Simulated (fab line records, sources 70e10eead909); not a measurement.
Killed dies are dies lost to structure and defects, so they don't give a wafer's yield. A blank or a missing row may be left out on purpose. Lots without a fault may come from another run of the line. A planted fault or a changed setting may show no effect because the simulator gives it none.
Chamber matching | flow nand_harc | NHARC_A_STAIRCASE_DESCUM_186 on rie_diel-10: 4 sister chambers
The step chemistry O2, time 3 s. 22 wafers are shown with their chamber, then 11 later ones without.

WAFERS WITH THEIR CHAMBER
wafer  | chamber | drypump_motor_current_A (A) | showerhead_plenum_p_Torr (Torr) | oes_product_au (a.u.)
L074.1 | 0       | 6.1                         | 1.90                            | 0.985
L074.3 | 3       | 5.0                         | 2.07                            | 0.974
L074.6 | 1       | 5.8                         | 1.95                            | 0.998
L076.1 | 2       | 6.6                         | 2.07                            | 1.000
L076.3 | 0       | 6.1                         | 1.90                            | 0.990
L076.5 | 2       | 6.6                         | 2.07                            | 0.997
L076.2 | 1       | 5.8                         | 1.94                            | 1.007
L076.4 | 3       | 5.0                         | 2.07                            | 1.002
L076.6 | 3       | 5.0                         | 2.07                            | 0.981
L077.3 | 1       | 5.7                         | 1.94                            | 0.988
L077.4 | 0       | 6.1                         | 1.89                            | 0.977
L077.6 | 0       | 6.1                         | 1.89                            | 0.980
L077.1 | 2       | 6.6                         | 2.07                            | 0.993
L077.2 | 3       | 5.0                         | 2.07                            | 0.998
L077.5 | 1       | 5.7                         | 1.94                            | 0.993
L081.1 | 3       | 5.0                         | 2.06                            | 0.996
L081.3 | 1       | 5.7                         | 1.94                            | 1.005
L081.5 | 1       | 5.8                         | 1.94                            | 1.001
L082.1 | 3       | 5.0                         | 2.06                            | 0.983
L082.3 | 1       | 5.8                         | 1.94                            | 0.998
L082.5 | 3       | 5.0                         | 2.06                            | 0.998
L084.3 | 1       | 5.8                         | 1.94                            | 1.001

SIGNATURES (means of the wafers above)
reading                  | chamber 0 | chamber 1 | chamber 2 | chamber 3 | scatter within a chamber
drypump_motor_current_A  | 6.100     | 5.763     | 6.600     | 5.000     | 0.0323
showerhead_plenum_p_Torr | 1.8950    | 1.9412    | 2.0700    | 2.0657    | 0.00447
oes_product_au           | 0.98300   | 0.99887   | 0.99667   | 0.99029   | 0.00776
Rule: a wafer's distance from a chamber is the root of the sum, over the readings, of the square of ((its reading less the chamber's mean) divided by the reading's scatter). The wafer belongs to the nearest chamber; if the next one is less than 2 further off, it can't be placed. The scatter: the root of (the sum of the squares of (reading less its chamber's mean) over the shown wafers, divided by (wafers less chambers)).

WAFERS WITHOUT THEIR CHAMBER
wafer  | drypump_motor_current_A (A) | showerhead_plenum_p_Torr (Torr) | oes_product_au (a.u.)
L084.4 | 6.1                         | 1.89                            | 0.982
L084.6 | 6.0                         | 1.89                            | 0.983
L088.1 | 5.8                         | 1.93                            | 0.997
L088.3 | 6.6                         | 2.06                            | 0.988
L088.6 | 5.0                         | 2.06                            | 0.999
L088.2 | 6.0                         | 1.89                            | 0.993
L088.4 | 5.0                         | 2.06                            | 0.995
L088.5 | 6.6                         | 2.06                            | 0.982
L095.1 | 5.0                         | 2.05                            | 0.988
L095.3 | 6.0                         | 1.88                            | 1.007
L095.4 | 6.6                         | 2.06                            | 1.012

WHICH CHAMBER EACH WENT THROUGH
wafer  | from the rows above | in truth
L084.4 | 0                   | 0
L084.6 | 0                   | 0
L088.1 | 1                   | 1
L088.3 | 2                   | 2
L088.6 | 3                   | 3
L088.2 | 0                   | 0
L088.4 | 3                   | 3
L088.5 | 2                   | 2
L095.1 | 3                   | 3
L095.3 | 0                   | 0
L095.4 | 2                   | 2
Placed correctly: 11 of 11. Can't be placed from these rows: 0. Placed wrongly: 0.
